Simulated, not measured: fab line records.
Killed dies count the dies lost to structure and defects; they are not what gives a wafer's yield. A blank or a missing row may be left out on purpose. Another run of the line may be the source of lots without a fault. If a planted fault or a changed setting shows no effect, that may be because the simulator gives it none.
Matching of chambers	flow n5 finfet	3 sister chambers for N5_BEOL_M0_SAQP_PECVD_00 on pecvd-03
The step deposits SiCN from 3MS/NH3, target thk 8 nm, time 14 s. 6 wafers are shown with their chamber, then 10 later ones without.

## EACH WAFER AND ITS CHAMBER
wafer	chamber	throttle valve pct (%)	showerhead plenum p Torr (Torr)
L082.4	2	8.5	3.659
L082.5	0	8.4	3.655
L084.1	0	8.6	3.665
L084.5	1	10.6	3.677
L087.1	2	8.7	3.664
L087.5	1	10.6	3.689

## WAFERS WHOSE CHAMBER IS MISSING
wafer	throttle valve pct (%)	showerhead plenum p Torr (Torr)
L087.6	8.8	3.670
L092.1	8.4	3.669
L092.3	8.8	3.668
L092.5	8.3	3.665
L093.3	8.7	3.667
L093.5	10.1	3.679
L093.6	8.4	3.662
L096.1	8.6	3.671
L096.2	8.6	3.666
L096.3	10.5	3.677

## WHICH CHAMBER EACH WENT THROUGH
wafer	from the rows above	in truth
L087.6	can't be placed: 2 or 0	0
L092.1	can't be placed: 0 or 2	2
L092.3	can't be placed: 2 or 0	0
L092.5	can't be placed: 0 or 2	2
L093.3	can't be placed: 2 or 0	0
L093.5	1	1
L093.6	can't be placed: 0 or 2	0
L096.1	can't be placed: 2 or 0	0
L096.2	can't be placed: 2 or 0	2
L096.3	1	1
Correctly placed: 2 of 10. Cannot be placed on the basis of these rows: 8; the candidates contain the true chamber in 8. 0 placed wrongly.
How it was worked out, from the rows above alone: a wafer's distance from a chamber is the root of the sum, over the readings, of the square of ((its reading less the chamber's mean) divided by the reading's scatter). The wafer belongs to the nearest chamber; if the next one is less than 2 further off, it can't be placed. For every chamber, the mean is computed from those of its wafers that are shown. The scatter: the root of (the sum of the squares of (reading less its chamber's mean) over the shown wafers, divided by (wafers less chambers)).
